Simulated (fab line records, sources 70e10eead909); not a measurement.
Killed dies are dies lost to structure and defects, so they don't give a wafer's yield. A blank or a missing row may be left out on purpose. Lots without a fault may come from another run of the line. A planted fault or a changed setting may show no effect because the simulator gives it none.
fab line records | flow nand_harc
record lots=14 wafers=40 last_day=33
route steps=1302 shown A_CHANNEL_FILL_D1@496 A_DECK1_JOINT@543 A_ONON_D2@547 END@1302
lots that met no fault: from a run of the same line without faults
start_h: hours from the record's first day to the start of the lot's first wafer shown | wait_h: hours since the lot's step before | " the same as in the row above | L1.1+2: a row that stands for several wafers | - no value, or no start given | * or withheld: withheld | < > ~ a bound
route shown NAME@n: a module of which the file shows steps, and the number in the route of the first | usual: mean/standard deviation of fault-free wafers | same: alike in all rows | chamber/n: place in a boat | sites: the reading at each site | _std_site: their standard deviation | _edge_site: outer sites' mean less inner sites' | radius_mm: how far each site lies from the wafer's centre | mask NAME#n: copy n | behind: the tool/chamber that last shaped the wafer | hold: why the lot was held/for how many hours/how that ended | device: the transistor (n, p or np) that didn't switch | end of line: the same wafers' tests at the end of the route | a step without rows: its recipe alone | killed: dies lost to structure and defects at the first sort, not the wafer's yield | map: a wafer's dies, x killed, . not, _ none there
set.NAME: the setting as run; set.NAME@STEP: as run at that earlier step | model.NAME: the simulator's own value behind a step, which no gauge read
steps of the route over a sample of lots; a table a step, a row a wafer
services: from which hour (start_h, from the record's first day; less than 0 if before it) a tool's chamber was out of use, for how many hours, and why
## steps
# step NHARC_A_CHANNEL_FILL_D1_ALD_16
# recipe target_thk_a=15 pulse_time_s=10 ald_cycles=15 temp_c=300 material=SiO2
# usual heater_power_w=470/46 precursor_pulse_height_rel=1.002/0.02
# columns lot.wafer tool chamber start_h wait_h heater_power_w precursor_pulse_height_rel
L622.3 ald_hk-01 2 193.48 1.6 483 1.006
L622.1 " 0 " " 519 0.980
L622.5 " 2 " " 488 1.006
L623.4 ald_hk-01 1 207.90 0.1 495 0.996
L623.2 " 3 " " 553 1.020
L623.5 " 0 " " 505 0.995
L624.4 ald_hk-02 3 217.35 0.5 450 1.029
L624.5 " 2 " " 392 0.981
L624.6 " 3 " " 458 0.996
L625.2 ald_hk-02 3 227.31 0.0 447 0.993
L625.3 " 0 " " 435 0.968
L625.6 " 3 " " 451 1.020
L626.1 ald_hk-03 1 242.29 0.1 444 1.005
L626.3 " 0 " " 498 0.968
L626.6 " 2 " " 445 0.997
L630.1 ald_hk-03 0 286.95 0.1 507 1.032
L630.2 " 1 " " 425 1.018
L630.5 " 3 " " 443 1.008
L631.1 ald_hk-03 3 293.36 0.1 444 1.018
L631.4 " 0 " " 493 0.994
L631.5 " 2 " " 467 0.995
L632.3 ald_hk-02 2 305.01 0.1 400 1.052
L632.1 " 3 " " 459 1.008
L632.6 " 1 " " 412 1.000
L636.1 ald_hk-03 2 347.02 0.2 434 0.989
L636.4 " 0 " " 499 1.006
L641.1 ald_hk-01 2 383.50 0.0 526 1.031
L641.4 " 0 " " 537 1.034
L643.1 ald_hk-02 3 415.32 0.1 462 1.029
L643.3 " 0 " " 444 1.007
L643.6 " 3 " " 464 1.011
L642.2 ald_hk-01 3 415.33 0.1 545 1.007
L642.3 " 1 " " 517 0.988
L642.5 " 3 " " 547 1.020
L645.4 ald_hk-02 2 429.20 0.0 400 1.025
L645.1 " 0 " " 449 1.016
L645.2 " 1 " " 426 1.000
L644.2 ald_hk-02 2 433.26 0.1 395 0.988
L644.5 " 1 " " 431 1.002
L644.6 " 2 " " 404 1.022
# step NHARC_A_DECK1_JOINT_THK_MEAS_17
# recipe thk_meas_gauge=ellipsometry
# usual thk_nm=45.1/1.1
# columns lot.wafer tool chamber start_h wait_h thk_nm
L622.1 film_metro-01 - 261.47 0.3 44.5
L622.3 " - " " 45.5
L622.5 " - " " 46.7
L623.2 film_metro-02 - 280.81 0.2 45.1
L623.4 " - " " 44.7
L623.5 " - " " 44.1
L624.4 film_metro-01 - 286.38 0.1 45.8
L624.5 " - " " 43.9
L624.6 " - " " 46.0
L625.2 film_metro-01 - 300.14 0.2 45.9
L625.3 " - " " 44.0
L625.6 " - " " 46.3
L626.1 film_metro-01 - 314.27 0.2 45.6
L626.3 " - " " 44.1
L626.6 " - " " 45.1
L630.1 film_metro-02 - 357.47 0.2 44.0
L630.2 " - " " 44.3
L630.5 " - " " 46.7
L631.1 film_metro-02 - 362.40 0.2 44.0
L631.4 " - " " 45.5
L631.5 " - " " 44.5
L632.1 film_metro-01 - 382.18 0.2 45.8
L632.3 " - " " 46.3
L632.6 " - " " 43.4
L636.1 film_metro-01 - 432.65 0.2 44.2
L636.4 " - " " 44.9
L641.1 film_metro-01 - 453.89 0.3 44.7
L641.4 " - " " 46.3
L642.2 film_metro-01 - 488.28 0.2 45.1
L642.3 " - " " 46.0
L642.5 " - " " 43.1
L643.1 film_metro-02 - 488.32 0.2 43.6
L643.3 " - " " 45.5
L643.6 " - " " 43.0
L645.1 film_metro-01 - 506.80 0.2 43.3
L645.2 " - " " 43.9
L645.4 " - " " 43.6
L644.2 film_metro-02 - 506.89 0.3 43.6
L644.5 " - " " 44.9
L644.6 " - " " 45.0
# step NHARC_A_ONON_D2_DEP_03
# recipe target_thk_a=10000 n2_flow_sccm=2750 n2o_flow_sccm=2000 nh3_flow_sccm=500 sih4_flow_sccm=210 temp_c=400
# columns lot.wafer tool chamber start_h wait_h
L622.1+3+5 pecvd_onon-03 0 262.15 0.1
L623.2+4+5 pecvd_onon-03 0 281.54 0.1
L624.4+5+6 pecvd_onon-03 0 287.22 0.2
L625.2+3+6 pecvd_onon-04 0 300.86 0.1
L626.1+3+6 pecvd_onon-01 0 314.94 0.1
L630.1+2+5 pecvd_onon-01 0 358.14 0.1
L631.1+4+5 pecvd_onon-03 0 363.07 0.1
L632.1+3+6 pecvd_onon-03 0 388.75 0.1
L636.1+4 pecvd_onon-03 0 433.31 0.1
L641.1+4 pecvd_onon-03 0 454.58 0.1
L643.1+3+6 pecvd_onon-04 0 488.99 0.1
L642.2+3+5 pecvd_onon-01 0 489.00 0.1
L645.1+2+4 pecvd_onon-01 0 507.47 0.1
L644.2+5+6 pecvd_onon-04 0 507.61 0.1
# step NHARC_A_ONON_D2_THK_MEAS_05
# recipe thk_meas_gauge=ellipsometry
# usual thk_nm=1002/9.8
# columns lot.wafer tool chamber start_h wait_h thk_nm
L622.1 film_metro-02 - 262.66 - 1001
L622.3 " - " " 1002
L622.5 " - " " 1003
L623.2 film_metro-02 - 281.99 - 1025
L623.4 " - " " 1026
L623.5 " - " " 1027
L624.4 film_metro-02 - 287.56 - 1005
L624.5 " - " " 1003
L624.6 " - " " 1003
L625.2 film_metro-01 - 301.32 - 999
L625.3 " - " " 999
L625.6 " - " " 999
L626.1 film_metro-02 - 315.45 - 998
L626.3 " - " " 999
L626.6 " - " " 998
L630.1 film_metro-02 - 358.65 - 995
L630.2 " - " " 994
L630.5 " - " " 996
L631.1 film_metro-02 - 363.58 - 1006
L631.4 " - " " 1007
L631.5 " - " " 1009
L632.1 film_metro-01 - 389.26 - 1020
L632.3 " - " " 1021
L632.6 " - " " 1021
L636.1 film_metro-01 - 433.82 - 1006
L636.4 " - " " 1047
L641.1 film_metro-01 - 455.09 - 997
L641.4 " - " " 1042
L642.2 film_metro-02 - 489.45 - 1002
L642.3 " - " " 1003
L642.5 " - " " 1004
L643.1 film_metro-01 - 489.50 - 979
L643.3 " - " " 979
L643.6 " - " " 979
L645.1 film_metro-02 - 507.98 - 1006
L645.2 " - " " 1008
L645.4 " - " " 1005
L644.2 film_metro-01 - 508.09 - 1000
L644.5 " - " " 997
L644.6 " - " " 999
# step NHARC_A_ONON_D2_THK_MEAS_24
# recipe thk_meas_gauge=ellipsometry
# usual thk_nm=1007/8.3
# columns lot.wafer tool chamber start_h wait_h thk_nm
L622.1 film_metro-02 - 273.58 - 1005
L622.3 " - " " 1008
L622.5 " - " " 1007
L623.2 film_metro-02 - 292.25 - 998
L623.4 " - " " 999
L623.5 " - " " 998
L624.4 film_metro-02 - 298.39 - 1005
L624.5 " - " " 1005
L624.6 " - " " 1005
L625.2 film_metro-02 - 312.24 - 1000
L625.3 " - " " 998
L625.6 " - " " 999
L626.1 film_metro-02 - 325.70 - 1019
L626.3 " - " " 1018
L626.6 " - " " 1018
L631.1 film_metro-02 - 373.13 - 1007
L631.4 " - " " 1006
L631.5 " - " " 1008
L630.1 film_metro-02 - 373.15 - 1024
L630.2 " - " " 1025
L630.5 " - " " 1022
L632.1 film_metro-02 - 401.06 - 1018
L632.3 " - " " 1016
L632.6 " - " " 1017
L636.1 film_metro-02 - 444.37 - 1001
L636.4 " - " " 1001
L641.1 film_metro-01 - 465.69 - 998
L641.4 " - " " 995
L642.2 film_metro-01 - 500.47 - 999
L642.3 " - " " 998
L642.5 " - " " 998
L643.1 film_metro-01 - 500.69 - 1001
L643.3 " - " " 1002
L643.6 " - " " 1004
L645.1 film_metro-01 - 518.57 - 1005
L645.2 " - " " 1005
L645.4 " - " " 1005
L644.2 film_metro-02 - 518.57 - 1005
L644.5 " - " " 1006
L644.6 " - " " 1006
# step NHARC_END_SORT_01
# recipe temp_c=25
# usual killed_at_array=53/21 killed_at_other=0.8/1.1 killed_at_periphery=4.2/2.7 killed_dies=58/22 killed_open=3.4/1.9 killed_short=2.5/1.6
# same gross_dies=677
# columns lot.wafer tool chamber start_h wait_h killed_at_array killed_at_other killed_at_periphery killed_dies killed_open killed_short
L636.1 prober-01 0 740.04 2.5 30 0 2 32 2 0
L636.4 prober-01 0 742.46 3.4 19 1 4 24 3 0
# killed by level:class
L636.1 A_CONTACT:chamber_film_flake=8 A_SGD_CUT:chamber_film_flake=6 A_SLIT:chamber_film_flake=6 A_CHANNEL_HOLE_D1:chamber_film_flake=5 A_WL_FILL:chamber_film_flake=2 P_CONTACT:geometric_particle:open=1 A_ONON_D1:geometric_particle:open=1 P_ZERO_WELL:chamber_film_flake=1
L636.4 A_CHANNEL_HOLE_D1:chamber_film_flake=5 A_SLIT:chamber_film_flake=4 A_CONTACT:chamber_film_flake=3 P_STI:chamber_film_flake=2 A_SGD_CUT:chamber_film_flake=2 A_CHANNEL_FILL_D2:geometric_particle:open=1 A_CONTACT:geometric_particle:open=1 A_M0:geometric_particle:open=1
## services
# columns tool chamber start_h hours kind
ald_hk-02 - 170.04 10.0 pm
ald_hk-02 0 170.04 10.0 vent_cycle
ald_hk-02 1 170.04 10.0 vent_cycle
ald_hk-02 2 170.04 10.0 vent_cycle
ald_hk-02 3 170.04 10.0 vent_cycle
pecvd_onon-01 - 172.49 7.2 repair
ald_hk-02 0 180.04 - clean
ald_hk-02 1 180.04 - clean
ald_hk-02 2 180.04 - clean
ald_hk-02 3 180.04 - clean
ald_hk-01 - 185.41 1.4 repair
ald_hk-03 - 214.71 10.0 pm
pecvd_onon-03 - 227.00 13.0 pm
pecvd_onon-01 - 250.11 0.5 repair
pecvd_onon-01 - 269.37 13.0 pm
ald_hk-01 - 301.53 10.0 pm
pecvd_onon-04 - 311.33 13.0 pm
ald_hk-03 - 313.26 0.4 repair
ald_hk-02 - 332.87 1.4 repair
ald_hk-03 - 392.71 10.0 pm
pecvd_onon-03 - 408.02 13.0 pm
pecvd_onon-01 - 450.37 13.0 pm
ald_hk-03 - 450.92 0.8 repair
pecvd_onon-04 - 492.33 13.0 pm
## key
first_sign step=NHARC_A_ONON_D2_THK_MEAS_05 reading=thk_nm direction=up sigmas=4.3 usual=1002 struck=1045
effect none on later readings
met_at NHARC_A_ONON_D2_DEP_03
struck_lots L636,L641
struck_wafers L636.4,L641.4
sort_left_out L641.4
tester_left_out L636,L641
not_acting_at NHARC_A_CHANNEL_FILL_D1_ALD_16,NHARC_A_DECK1_JOINT_THK_MEAS_17,NHARC_A_ONON_D2_THK_MEAS_24
onset_between 388.75 433.31
fault kind=process_parameter_drift tool=pecvd_onon-03 chamber=- onset_h=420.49 steps=NHARC_A_ONON_D2_DEP_03 channel=target_thk_a offset=* shape=step end_h=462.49 scope=struck_wafers_only acts_in=* stated=*
# tester_left_out: of these lots the tester's yield and bins aren't shown, on N5 and GAA mostly nor the transistor test; their killed dies are dies lost to structure and defects alone, not to doping, threshold or leakage, so they don't give the yield
# sort_left_out: the simulated sort isn't trusted on such a fault, so these wafers' sort isn't shown, and their yield isn't known
